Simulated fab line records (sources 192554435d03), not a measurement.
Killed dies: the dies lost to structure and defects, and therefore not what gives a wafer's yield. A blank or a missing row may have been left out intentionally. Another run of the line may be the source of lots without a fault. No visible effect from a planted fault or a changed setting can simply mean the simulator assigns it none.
A struck lot beside a sound one	flow n5 finfet	15 out of 1938 route steps
Sound: the wafers L771.1, L771.5, L771.6. Struck: wafers L776.1, L776.5 (left out: L776.2, a lot-mate that was not struck); the cause follows at the end.
Each step with rows lists, per side, the tool, then ch with its chambers, then its first start. Under that, the readings that differ: sound wafers	struck wafers	difference of the means	sigmas: that difference in standard deviations of wafers without a fault.
alike: a reading whose means differ by less than 2 such deviations, as well as words and numbers matching on both sides. not compared: withheld readings; readings where some wafer has no value; bounds like >300 that might hide an equal value; numbers whose values overlap and for which the record gives no deviation.
A row with sigmas, a row that says differs or no value, or rows on one side alone: a step with any of these is where the two part. Non-overlapping numbers with no deviation appear without sigmas and do not part them. A reading that every wafer of one side lacks parts them only if that side has two wafers or more.

first, 8 steps without rows for these wafers: N5_BEOL_M11_COAT_63 (time 60 s, resist thk 100 nm); N5_BEOL_M11_COAT_64 (time 60 s, resist thk 30 nm); N5_BEOL_M11_COAT_22 (resist thk 90 nm); N5_BEOL_M11_EBR_24; N5_BEOL_M11_SOFTBAKE_23 (time 60 s); N5_BEOL_M11_EXPOSE_25 (exposes mask V10); N5_BEOL_M11_PEB_26 (peb time 60 s); N5_BEOL_M11_DEVELOP_27 (develop time 30 s).
N5_BEOL_M11_CD_MEAS_28: the cd target is 70 nm.
  sound on cd sem-03 ch 0, day 12 18:20; struck on cd sem-03 ch 0, day 14 19:58
reading	sound	struck	difference	sigmas
cd nm (nm)	70.4 70.3 71.2	68.6 68.3	-2.2	-2
N5_BEOL_M11_OVL_MEAS_29:
  sound on overlay-01 ch 0, day 12 18:22; struck on overlay-02 ch 0, day 14 20:00
  alike: V10_OVL
N5_BEOL_M11_INSPECT_30: inspects for defects (brightfield).
  sound on defect inspect-01 at day 12 18:23; struck on defect inspect-02 at day 14 20:01
  alike: raw defect count
N5_BEOL_M11_DESCUM_33: chemistry O2, time 7.9 s.
  sound on rie diel-02 ch 0,1,2, day 12 18:29; struck on rie diel-06 ch 1, day 14 20:03
  alike: drypump motor current A, oes product au, rf vpp V, showerhead plenum p Torr, throttle valve pct
  not compared: rf hours counter h
N5_BEOL_M11_ETCH_65: etches SiARC in CF4, target depth 39 nm, time 65 s.
  sound on rie diel-02 ch 0,1,2, day 12 18:31; struck on rie diel-06 ch 1, day 14 20:05
reading	sound	struck	difference	sigmas
etch rf on time s (s)	64.2 63.1 66.1	46.2 45.7	-18.5	-13
oes product au (a.u.)	0.75 0.64 0.75	0.90 0.90	+0.19	+2
  alike: drypump motor current A, rf vpp V, showerhead plenum p Torr, throttle valve pct
  not compared: rf hours counter h
N5_BEOL_M11_ETCH_66: etches SOC in N2/H2, target depth 120 nm, overetch 24 nm, time 180 s.
  sound on rie diel-02 ch 0,1,2, day 12 18:34; struck on rie diel-06 ch 1, day 14 20:08
  alike: drypump motor current A, oes product au, rf vpp V, showerhead plenum p Torr, throttle valve pct
  not compared: rf hours counter h
N5_PASSIVATION_PROBE_49:
  sound on prober-02 at day 14 11:07; struck on prober-02 at day 16 14:01
reading	sound	struck	difference	sigmas
killed_at_M4_up	21 17 20	7 8	-12	-2
sort_bin_8_speed (%)	0 0 0	0 0.17	+0	+4
  alike: defect limited yield, killed_at_M0_to_M3, killed at contacts, killed at front end, killed at other, killed dies, killed on rim, killed open, killed short, sort_bin_5_function, sort_bin_6_memory, sort n pass, sort yield pct

WHERE THEY PART
Last at N5_PASSIVATION_PROBE_49 as far as this record goes, first at N5_BEOL_M11_CD_MEAS_28.

WHY: whatever the simulator had introduced
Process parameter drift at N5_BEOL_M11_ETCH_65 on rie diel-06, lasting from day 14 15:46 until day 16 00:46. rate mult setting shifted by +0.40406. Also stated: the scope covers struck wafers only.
